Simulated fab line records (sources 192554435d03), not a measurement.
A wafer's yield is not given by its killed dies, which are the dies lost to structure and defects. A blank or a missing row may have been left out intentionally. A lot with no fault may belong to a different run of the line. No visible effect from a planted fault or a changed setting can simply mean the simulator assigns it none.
fab line records    flow n5-finfet
[record] lots = 10  wafers = 26  last-day = 21
route steps=1938 shown DUMMY_GATE@214 SPACER0@258 BEOL_M4@1111 PASSIVATION@1936
lots that met no fault: taken from a fault-free run of the same line
start-h: start of the lot's first displayed wafer, in hours after the record's first day    wait-h: hours elapsed since this lot's preceding step    " identical to the entry in the row above    L1.1+2: several wafers, shown together as one row    - either no value or no given start    * or withheld: withheld    < > ~ a bound
route shown NAME@n: a module of which the file shows steps, and the number in the route of the first    usual: the fault-free wafers' mean and standard deviation    same: alike in all rows    chamber/n: place in a boat    sites: per-site readings    _std_site: their standard deviation    _edge_site: mean of outer sites minus mean of inner sites    radius-mm: for every site, how far away it sits from the centre of the wafer    mask NAME#n: copy n    behind: the tool/chamber that last shaped the wafer    hold: reason for holding the lot/hours on hold/outcome of the hold    device: names the non-switching transistor (n, p or np)    end of line: the tests these same wafers got at the end of their route    where a step has no rows: the recipe by itself    killed: the dies lost at the first sort to structure and to defects; this is not the yield of the wafer    map: a wafer's dies, x killed, . not, _ none there
set.NAME: the run value of the setting; set.NAME@STEP: its run value at that earlier step    model.NAME: the simulator's own value behind a step, which no gauge read
a sample of lots followed through the steps of the route, with each step as a table and each wafer as a row
services: the hour from which a tool's chamber was out of use, counted from the record's first day as start-h (under 0 if before that day), plus the number of hours and why
[[steps]]
[step N5_DUMMY_GATE_ALD_02]
[recipe] material = SiO2  target-thk-a = 20  temp-c = 300  ald-precursor-family = BDEAS  ald-co-reactant = O2-plasma  pulse-time-s = 1  pressure-torr = 2
[usual] heater-power-w = 482/51  precursor-pulse-height-rel = 1.000/0.02  susceptor-temp-C = 300.00/0.18
lot.wafer  tool        chamber  start-h  wait-h  heater-power-w  precursor-pulse-height-rel  since-wet-clean-h  susceptor-temp-C
L166.2     ald-sin-04  0        48.67    0.1     433             1.005                       146                299.96
L166.5     "           1        "        "       476             1.006                       -                  299.84
L166.6     "           0        "        "       423             0.984                       -                  299.95
L167.2     ald-sin-01  1        54.60    0.5     412             1.015                       47                 299.97
L167.6     "           2        "        "       608             1.007                       -                  300.55
L168.1     ald-sin-01  0        61.23    0.3     516             1.006                       53                 299.84
L168.4     "           3        "        "       510             0.994                       53                 300.14
L168.6     "           3        "        "       505             0.984                       -                  300.12
L177.1     ald-sin-01  3        116.98   0.0     487             0.995                       109                300.00
L177.2     "           0        "        "       528             1.029                       109                299.73
L177.6     "           3        "        "       510             1.014                       -                  299.93
L180.2     ald-sin-02  3        133.79   0.0     402             0.947                       35                 299.61
L180.6     "           3        "        "       397             1.002                       -                  299.92
L181.4     ald-sin-04  1        138.60   0.0     476             0.969                       236                300.17
L181.6     "           0        "        "       431             0.971                       -                  300.21
L182.3     ald-sin-04  3        144.97   0.4     464             1.009                       243                299.67
L182.5     "           3        "        "       459             0.987                       -                  299.83
L182.6     "           2        "        "       526             1.025                       -                  299.67
L183.3     ald-sin-04  1        150.68   0.0     471             0.952                       248                299.91
L183.6     "           2        "        "       521             1.001                       -                  300.00
L184.1     ald-sin-04  3        158.19   0.3     452             1.005                       256                299.93
L184.3     "           2        "        "       526             1.000                       256                300.13
L184.4     "           1        "        "       467             0.983                       256                299.94
L187.2     ald-sin-04  3        177.77   2.1     464             1.002                       275                299.78
L187.3     "           2        "        "       536             1.009                       275                299.89
L187.6     "           3        "        "       457             0.997                       -                  299.75
[step N5_DUMMY_GATE_CMP_04]
[recipe] material = a-Si  post-cmp-clean = alkaline-brush
[usual] motor-current-A = 10.0/0.88  pad-life-wafers = 1066/340  time-to-endpoint-s = 11.9/2.7
lot.wafer  tool    chamber  start-h  wait-h  motor-current-A  pad-life-wafers  time-to-endpoint-s
L166.2     cmp-02  1        52.83    0.1     8.8              1147             9.1
L166.5     "       0        "        "       8.6              -                13.9
L166.6     "       1        "        "       8.2              -                8.5
L167.2     cmp-04  1        58.44    0.0     11.1             480              11.0
L167.6     "       1        "        "       10.9             -                11.8
L168.4     cmp-03  1        65.12    0.1     9.9              607              18.9
L168.1     "       3        "        "       10.6             609              16.7
L168.6     "       1        "        "       10.2             -                17.0
L177.2     cmp-03  2        121.87   0.0     10.1             1002             9.6
L177.1     "       1        "        "       10.2             1005             13.8
L177.6     "       2        "        "       9.9              -                9.3
L180.2     cmp-04  3        137.73   0.1     9.9              1005             12.1
L180.6     "       1        "        "       10.9             -                11.5
L181.4     cmp-03  1        142.52   0.1     10.1             1238             15.0
L181.6     "       3        "        "       11.1             -                10.8
L182.3     cmp-03  3        148.90   0.1     10.7             1329             8.7
L182.5     "       0        "        "       11.6             -                9.7
L182.6     "       1        "        "       9.9              -                12.6
L183.3     cmp-03  0        154.63   0.1     10.8             1401             11.6
L183.6     "       1        "        "       9.6              -                16.5
L184.4     cmp-04  2        163.87   0.0     9.8              1134             11.8
L184.3     "       0        "        "       9.9              1136             12.5
L184.1     "       1        "        "       10.6             1137             9.6
L187.3     cmp-03  1        181.61   0.0     10.0             1668             12.3
L187.2     "       0        "        "       10.8             1671             9.8
L187.6     "       1        "        "       10.1             -                13.8
[step N5_DUMMY_GATE_TRIM_49]
[recipe] chemistry = O2  resist = SOC  time-s = 29  target-cd-nm = 14  source-power-w = 300  bias-power-w = 0  O2_flow_sccm = 100  temp-c = 20
[usual] drypump-motor-current-A = 5.8/0.39  oes-product-au = 0.999/0.019  throttle-valve-pct = 8.15/0.18
lot.wafer  tool       chamber  start-h  wait-h  drypump-motor-current-A  oes-product-au  rf-hours-counter-h  throttle-valve-pct
L166.2     rie-si-04  0        57.69    0.0     6.2                      1.017           5                   8.10
L166.5     "          1        "        "       5.0                      0.991           -                   8.04
L166.6     "          2        "        "       5.9                      1.024           -                   8.28
L167.2     rie-si-06  3        63.45    0.0     5.7                      0.980           185                 8.20
L167.6     "          0        "        "       6.1                      1.001           -                   8.35
L168.1     rie-si-05  2        69.97    0.0     5.1                      0.986           131                 8.40
L168.4     "          0        "        "       6.3                      1.001           73                  8.05
L168.6     "          1        "        "       5.8                      1.013           -                   8.03
L177.1     rie-si-05  2        127.83   0.0     5.1                      0.988           132                 8.42
L177.2     "          3        "        "       5.6                      0.751           176                 8.44
L177.6     "          1        "        "       5.8                      1.015           -                   8.02
L180.2     rie-si-06  3        142.77   0.0     5.7                      0.977           186                 8.20
L180.6     "          1        "        "       6.0                      0.991           -                   8.11
L181.4     rie-si-06  3        147.47   0.0     5.7                      0.979           186                 8.20
L181.6     "          3        "        "       5.7                      0.981           -                   8.21
L182.3     rie-si-06  3        153.71   0.0     5.7                      0.977           186                 8.20
L182.5     "          1        "        "       6.0                      0.979           -                   8.12
L182.6     "          2        "        "       6.1                      0.965           -                   7.78
L183.3     rie-si-06  0        159.62   0.0     6.1                      0.994           178                 8.36
L183.6     "          1        "        "       6.0                      0.977           -                   8.12
L184.1     rie-si-06  1        169.12   0.0     6.0                      0.982           5                   8.13
L184.3     "          2        "        "       6.1                      0.960           8                   7.76
L184.4     "          0        "        "       6.0                      1.005           178                 8.34
L187.2     rie-si-04  0        186.81   0.0     6.1                      1.019           8                   8.12
L187.3     "          2        "        "       5.9                      1.027           19                  8.28
L187.6     "          0        "        "       6.1                      1.029           -                   8.10
[step N5_DUMMY_GATE_CD_MEAS_50]
[recipe] target-cd-nm = 14
[usual] cd-nm = 13.8/0.53
lot.wafer  tool       chamber  start-h  wait-h  cd-nm
L166.2     cd-sem-03  -        57.84    0.0     13.0
L166.5     "          -        "        "       13.5
L166.6     "          -        "        "       13.3
L167.2     cd-sem-02  -        63.61    0.0     14.4
L167.6     "          -        "        "       14.0
L168.1     cd-sem-01  -        70.12    0.0     13.4
L168.4     "          -        "        "       13.0
L168.6     "          -        "        "       12.9
L177.1     cd-sem-03  -        127.99   0.0     14.4
L177.2     "          -        "        "       17.6
L177.6     "          -        "        "       13.2
L180.2     cd-sem-03  -        142.97   0.0     13.8
L180.6     "          -        "        "       14.3
L181.4     cd-sem-01  -        147.63   0.0     12.8
L181.6     "          -        "        "       14.0
L182.3     cd-sem-01  -        153.88   0.0     13.6
L182.5     "          -        "        "       14.0
L182.6     "          -        "        "       13.4
L183.3     cd-sem-03  -        159.81   0.0     13.6
L183.6     "          -        "        "       14.5
L184.1     cd-sem-03  -        169.30   0.0     13.9
L184.3     "          -        "        "       13.8
L184.4     "          -        "        "       13.5
L187.2     cd-sem-03  -        186.98   0.0     13.6
L187.3     "          -        "        "       14.5
L187.6     "          -        "        "       13.1
[step N5_DUMMY_GATE_CD_MEAS_24]
[recipe] target-cd-nm = 15
[usual] cd-nm = 14.7/0.52
lot.wafer  tool       chamber  start-h  wait-h  cd-nm
L166.2     cd-sem-01  -        58.33    0.1     13.7
L166.5     "          -        "        "       14.5
L166.6     "          -        "        "       14.4
L167.2     cd-sem-03  -        64.10    0.1     15.6
L167.6     "          -        "        "       14.5
L168.1     cd-sem-03  -        70.62    0.1     14.2
L168.4     "          -        "        "       14.4
L168.6     "          -        "        "       14.0
L177.1     cd-sem-02  -        128.48   0.1     15.8
L177.2     "          -        "        "       18.9
L177.6     "          -        "        "       14.7
L180.2     cd-sem-01  -        143.55   0.1     14.4
L180.6     "          -        "        "       15.0
L181.4     cd-sem-03  -        148.31   0.1     14.0
L181.6     "          -        "        "       14.6
L182.3     cd-sem-01  -        154.37   0.1     14.9
L182.5     "          -        "        "       15.6
L182.6     "          -        "        "       14.2
L183.3     cd-sem-02  -        160.45   0.1     14.7
L183.6     "          -        "        "       15.4
L184.1     cd-sem-03  -        169.87   0.1     14.0
L184.3     "          -        "        "       15.7
L184.4     "          -        "        "       14.5
L187.2     cd-sem-01  -        187.51   0.1     14.3
L187.3     "          -        "        "       15.5
L187.6     "          -        "        "       14.0
[step N5_SPACER0_ALD_07]
[recipe] material = SiNx  target-thk-a = 20  temp-c = 400  ald-precursor-family = SiH2I2  ald-co-reactant = N2/H2-plasma  pressure-torr = 2
[usual] heater-power-w = 838/61  susceptor-temp-C = 400.02/0.24
lot.wafer  tool        chamber  start-h  wait-h  heater-power-w  since-wet-clean-h  susceptor-temp-C
L166.2     ald-sin-04  0        58.65    0.0     742             156                399.78
L166.5     "           2        "        "       932             -                  400.31
L166.6     "           3        "        "       797             -                  399.64
L167.2     ald-sin-03  0        64.72    0.3     770             254                399.80
L167.6     "           0        "        "       779             -                  399.46
L168.1     ald-sin-03  3        72.97    2.1     870             262                400.29
L168.4     "           1        "        "       821             262                399.86
L168.6     "           2        "        "       876             -                  399.87
L177.1     ald-sin-04  3        128.81   0.0     802             226                400.28
L177.6     "           3        "        "       818             -                  400.42
L180.2     ald-sin-04  0        144.43   0.6     765             242                400.01
L180.6     "           2        "        "       963             -                  399.96
L181.4     ald-sin-04  0        148.82   0.2     774             -                  400.19
L181.6     "           2        "        "       933             -                  400.08
L182.3     ald-sin-03  2        154.69   0.0     869             344                399.98
L182.5     "           2        "        "       893             -                  400.05
L182.6     "           1        "        "       807             -                  399.97
L183.3     ald-sin-04  1        160.83   0.0     856             258                399.67
L183.6     "           0        "        "       779             -                  399.93
L184.1     ald-sin-03  2        170.29   0.0     896             359                399.88
L184.3     "           0        "        "       771             359                400.20
L184.4     "           1        "        "       806             359                399.93
L187.2     ald-sin-04  1        187.92   0.1     859             286                399.86
L187.3     "           3        "        "       801             286                399.72
L187.6     "           0        "        "       789             -                  400.22
[step N5_BEOL_M4_RC_MEAS_101]
[usual] DIBL_N = 37.7/2  DIBL_P = 37.7/2.3  IOFF_N = 0.18/0.039  IOFF_P = 0.23/0.042  ION_N = 681/12  ION_P = 463/8  SS_N = 71.9/0.68  SS_P = 73.6/0.71  VT_N = 248/3.2  VT_P = -249/3.1
lot.wafer  tool       chamber  start-h  wait-h  DIBL_N[mV/V]  DIBL_P[mV/V]  IOFF_N[nA/um]  IOFF_P[nA/um]  ION_N[uA/um]  ION_P[uA/um]  SS_N[mV/dec]  SS_P[mV/dec]  VT_N[mV]  VT_P[mV]
L166.2     prober-02  0        265.07   0.2     42.7          41.4          0.26           0.31           704           480           73.3          74.6          244       -245
L166.5     "          0        "        "       36.7          34.8          0.13           0.18           672           465           71.3          72.9          254       -254
L166.6     "          0        "        "       42.0          40.6          0.25           0.30           707           482           72.9          74.4          245       -247
L167.2     prober-02  0        276.70   0.2     38.0          37.0          0.19           0.20           692           462           71.4          73.3          247       -252
L167.6     "          0        "        "       37.4          37.3          0.16           0.21           681           459           71.2          73.3          249       -252
L168.1     prober-01  0        278.27   0.0     36.2          35.5          0.13           0.16           658           441           72.6          73.6          254       -256
L168.4     "          0        "        "       37.5          38.0          0.16           0.20           679           457           72.2          72.6          251       -254
L168.6     "          0        "        "       41.2          40.8          0.24           0.24           677           452           72.4          74.0          245       -250
L181.4     prober-02  0        348.91   0.5     37.3          36.6          0.16           0.23           680           463           72.0          74.3          252       -250
L181.6     "          0        "        "       38.1          37.9          0.19           0.25           676           459           72.4          73.7          249       -246
L177.1     prober-01  0        353.43   0.0     34.6          35.0          0.14           0.19           668           461           70.6          73.0          249       -250
L177.6     "          0        "        "       39.1          40.1          0.21           0.27           685           458           72.7          73.4          247       -248
L180.2     prober-02  0        358.24   0.2     37.4          38.8          0.16           0.23           663           454           71.4          74.0          254       -251
L180.6     "          0        "        "       36.1          37.4          0.15           0.20           674           456           71.9          73.9          252       -252
L182.3     prober-01  0        360.36   0.3     38.0          36.7          0.18           0.22           665           457           71.2          73.7          248       -250
L182.5     "          0        "        "       37.0          35.4          0.16           0.20           677           462           71.2          73.1          248       -249
L182.6     "          0        "        "       39.6          38.5          0.20           0.24           681           463           72.0          74.4          246       -251
L183.3     prober-01  0        378.16   0.3     38.2          38.9          0.19           0.24           685           466           71.8          73.5          246       -248
L183.6     "          0        "        "       33.5          32.8          0.11           0.16           674           461           70.6          72.8          254       -255
L184.1     prober-01  0        385.68   0.0     38.0          40.6          0.18           0.23           686           471           72.0          73.7          247       -252
L184.3     "          0        "        "       33.6          34.2          0.11           0.14           645           444           71.2          71.8          256       -253
L184.4     "          0        "        "       35.8          36.5          0.15           0.17           675           454           71.7          73.3          251       -256
L187.2     prober-02  0        402.43   0.2     36.5          36.5          0.16           0.26           662           460           71.5          73.6          250       -245
L187.3     "          0        "        "       33.3          31.9          0.12           0.17           680           463           70.8          73.0          248       -251
L187.6     "          0        "        "       36.9          37.3          0.19           0.26           686           475           72.2          74.0          248       -246
[step N5_PASSIVATION_PROBE_49]
[usual] defect-limited-yield = 91.1/1.4  killed_at_M0_to_M3 = 34/9.6  killed_at_M4_up = 15/5.3  killed-at-contacts = 12/6.1  killed-at-front-end = 40/11  killed-at-other = 3.5/2.8  killed-dies = 105/17  killed-on-rim = 14/4.3  killed-open = 70/12  killed-short = 34/7.7  sort_bin_4_leakage = 0.01/0.07  sort_bin_5_function = 5.2/0.97  sort_bin_6_memory = 3.4/0.62  sort_bin_8_speed = 0.00/0.023  sort-n-pass = 1075/17  sort-yield-pct = 91.1/1.4
[same] gross-dies = 1180  killed-at-back-side = 0
lot.wafer  tool       chamber  start-h  wait-h  defect-limited-yield[%]  killed_at_M0_to_M3  killed_at_M4_up  killed-at-contacts  killed-at-front-end  killed-at-other  killed-dies  killed-on-rim  killed-open  killed-short  sort_bin_4_leakage[%]  sort_bin_5_function[%]  sort_bin_6_memory[%]  sort_bin_8_speed[%]  sort-n-pass  sort-yield-pct[%]
L167.2     prober-01  -        392.31   0.1     90.6                     37                  20               11                  41                   2                111          14             84           25            0                      6.4                     2.9                   0                    1069         90.6
L167.6     prober-01  -        392.51   0.3     89.7                     35                  17               23                  45                   2                122          10             74           45            0                      6.4                     3.7                   0                    1058         89.7
L177.1     prober-01  -        454.47   0.3     89.6                     48                  15               27                  33                   0                123          15             92           31            0                      6.4                     3.9                   0                    1057         89.6
L177.2     prober-01  -        454.52   0.3     2.2                      41                  15               18                  1080                 0                1154         135            85           35            0                      6.1                     3.8                   0.17                 24           2.0
L177.6     prober-01  -        454.72   0.5     90.5                     42                  17               21                  29                   3                112          15             78           34            0                      5.3                     4.2                   0                    1068         90.5
L180.2     prober-01  -        456.98   0.1     91.9                     29                  10               12                  39                   6                96           20             49           46            0                      4.7                     3.3                   0                    1084         91.9
L180.6     prober-01  -        457.18   0.3     91.4                     32                  18               9                   36                   6                101          16             67           34            0                      5.4                     3.0                   0                    1079         91.4
L183.3     prober-01  -        480.44   0.1     89.4                     43                  13               12                  55                   2                125          18             84           41            0                      5.3                     5.2                   0                    1055         89.4
L183.6     prober-01  -        480.59   0.3     89.2                     37                  16               17                  55                   3                128          25             86           41            0                      6.7                     3.7                   0                    1052         89.2
L184.1     prober-02  -        482.96   0.0     91.5                     27                  19               13                  34                   7                100          16             74           26            0                      4.9                     3.3                   0                    1080         91.5
L184.3     prober-02  -        483.06   0.1     92.5                     33                  8                11                  34                   2                88           14             52           34            0                      4.2                     2.9                   0.25                 1089         92.3
L184.4     prober-02  -        483.11   0.2     91.0                     25                  19               1                   59                   2                106          13             72           33            0                      5.2                     3.7                   0                    1074         91.0
// killed by level:class
L167.2 BEOL_M4:geometric-particle:open=17 BEOL_M3:geometric-particle:open=15 FIN_SAQP:geometric-particle:open=11 MOL_CONTACT_COAG:geometric-particle:open=8 BEOL_M0_SAQP:geometric-particle:open=7 STI_FIN_REVEAL:geometric-particle:open=6 DUMMY_GATE:geometric-particle:open=6 FIN_SAQP:geometric-particle:short=4
L167.6 MOL_CONTACT_COAG:geometric-particle:open=15 BEOL_M3:geometric-particle:open=12 BEOL_M0_SAQP:geometric-particle:short=9 BEOL_M4:geometric-particle:open=9 MOL_CONTACT_COAG:geometric-particle:short=8 STI_FIN_REVEAL:geometric-particle:open=7 FIN_SAQP:geometric-particle:open=6 STI_FIN_REVEAL:geometric-particle:short=5
L177.1 MOL_CONTACT_COAG:geometric-particle:open=23 STI_FIN_REVEAL:geometric-particle:open=10 BEOL_M1:geometric-particle:open=10 BEOL_M0:geometric-particle:open=7 BEOL_M0_SAQP:geometric-particle:short=7 BEOL_M4:geometric-particle:open=7 BEOL_M3:geometric-particle:open=6 BEOL_M2:geometric-particle:open=6
L177.2 DUMMY_GATE:area-trim=1034 MOL_CONTACT_COAG:geometric-particle:open=15 DUMMY_GATE:geometric-particle:open=11 BEOL_M4:geometric-particle:open=10 BEOL_M1:geometric-particle:open=8 BEOL_M0_SAQP:geometric-particle:open=8 BEOL_M3:geometric-particle:open=7 FIN_SAQP:geometric-particle:open=6
L177.6 MOL_CONTACT_COAG:geometric-particle:open=20 BEOL_M2:geometric-particle:open=13 FIN_SAQP:geometric-particle:short=9 BEOL_M1:geometric-particle:open=9 BEOL_M4:geometric-particle:open=7 BEOL_M0_SAQP:geometric-particle:short=5 BEOL_M3:geometric-particle:open=5 FIN_SAQP:geometric-particle:open=3
L180.2 BEOL_M0_SAQP:geometric-particle:short=15 FIN_SAQP:geometric-particle:short=10 MOL_CONTACT_COAG:geometric-particle:open=8 BEOL_M0_SAQP:geometric-particle:open=7 STI_FIN_REVEAL:geometric-particle:open=6 STARTING-WAFER:geometric-particle:short=5 FIN_SAQP:geometric-particle:open=4 MOL_CONTACT_COAG:geometric-particle:short=4
L180.6 MOL_CONTACT_COAG:geometric-particle:open=9 BEOL_M2:geometric-particle:open=9 BEOL_M4:geometric-particle:open=9 FIN_SAQP:geometric-particle:short=7 STI_FIN_REVEAL:geometric-particle:open=6 BEOL_M0_SAQP:geometric-particle:short=6 FIN_SAQP:geometric-particle:open=5 BEOL_M3:geometric-particle:short=5
L183.3 STI_FIN_REVEAL:geometric-particle:open=13 MOL_CONTACT_COAG:geometric-particle:open=12 BEOL_M2:geometric-particle:open=12 FIN_SAQP:geometric-particle:short=9 BEOL_M0_SAQP:geometric-particle:open=8 BEOL_M0_SAQP:geometric-particle:short=8 BEOL_M4:geometric-particle:open=8 FIN_SAQP:geometric-particle:open=7
L183.6 FIN_SAQP:geometric-particle:open=19 FIN_SAQP:geometric-particle:short=15 MOL_CONTACT_COAG:geometric-particle:open=13 BEOL_M0_SAQP:geometric-particle:open=10 BEOL_M2:geometric-particle:open=9 STARTING-WAFER:geometric-particle:open=6 MOL_CONTACT_COAG:geometric-particle:short=4 BEOL_M0:geometric-particle:open=4
L184.1 MOL_CONTACT_COAG:geometric-particle:open=10 FIN_SAQP:geometric-particle:open=9 BEOL_M0_SAQP:geometric-particle:open=9 BEOL_M4:geometric-particle:open=9 BEOL_M0_SAQP:geometric-particle:short=5 DUMMY_GATE:geometric-particle:open=4 BEOL_M0:geometric-particle:open=4 MIM_TOP:geometric-particle:open=4
L184.3 MOL_CONTACT_COAG:geometric-particle:open=11 BEOL_M0_SAQP:geometric-particle:open=9 FIN_SAQP:geometric-particle:short=8 BEOL_M3:geometric-particle:open=7 FIN_SAQP:geometric-particle:open=5 BEOL_M0_SAQP:geometric-particle:short=5 BEOL_M1:geometric-particle:open=4 STI_FIN_REVEAL:geometric-particle:open=3
L184.4 FIN_SAQP:geometric-particle:open=21 FIN_SAQP:geometric-particle:short=12 BEOL_M1:geometric-particle:open=10 BEOL_M4:geometric-particle:open=10 STARTING-WAFER:geometric-particle:short=5 DUMMY_GATE:geometric-particle:open=4 BEOL_M0_SAQP:geometric-particle:open=4 BEOL_M8:geometric-particle:open=4
[[services]]
tool        chamber  start-h  hours  kind
rie-si-04   3        26.07    3.9    repair
rie-si-06   -        26.58    0.3    repair
rie-si-04   2        32.60    22.9   repair
cmp-04      -        33.98    1.3    repair
cmp-04      -        52.57    0.3    repair
rie-si-06   2        54.70    7.7    repair
cmp-02      -        55.17    4.0    repair
ald-sin-04  -        55.95    1.2    repair
rie-si-04   3        56.76    5.6    repair
cmp-03      -        76.60    0.5    repair
ald-sin-01  -        79.38    14.6   pm
cmp-04      -        81.26    1.1    repair
cmp-03      -        88.23    0.9    repair
cmp-04      -        100.03   1.7    repair
rie-si-04   2        100.54   8.3    repair
cmp-02      -        103.30   2.3    repair
cmp-02      -        120.99   10.9   pm
cmp-04      -        123.80   2.2    repair
cmp-02      -        131.94   9.5    pm
cmp-04      -        137.82   14.5   pm
cmp-02      -        156.03   8.3    repair
ald-sin-04  -        171.41   6.1    pm
ald-sin-03  -        176.77   14.0   pm
cmp-03      -        185.93   5.7    pm
[[key]]
[first-sign] step = N5_DUMMY_GATE_TRIM_49  reading = oes-product-au  direction = down  sigmas = 13  usual = 0.999  struck = 0.751
[effect] step = N5_DUMMY_GATE_CD_MEAS_50  reading = cd-nm  direction = up  sigmas = 7.3  usual = 13.8  struck = 17.6
[effect] step = N5_DUMMY_GATE_CD_MEAS_24  reading = cd-nm  direction = up  sigmas = 8.2  usual = 14.7  struck = 18.9
[effect] step = N5_PASSIVATION_PROBE_49  reading = killed-at-front-end  direction = up  sigmas = 96  usual = 40  struck = 1080
[more-kills-born-at] N5_DUMMY_GATE_TRIM_49@rie-si-05 = 1034
met-at N5_DUMMY_GATE_TRIM_49
struck-lots L177
struck-wafers L177.2
later-rows-left-out L177.2
not-acting-at N5_DUMMY_GATE_ALD_02,N5_DUMMY_GATE_CMP_04,N5_SPACER0_ALD_07
onset-between 69.97 127.83
[fault] kind = process-parameter-drift  tool = rie-si-05  chamber = -  onset-h = 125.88  steps = N5_DUMMY_GATE_TRIM_49  channel = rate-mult  offset = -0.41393  shape = step  end-h = 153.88  scope = struck-wafers-only
// later-rows-left-out: the simulator's readings of these wafers behind a module that went badly wrong aren't trusted and aren't shown, but for the sort
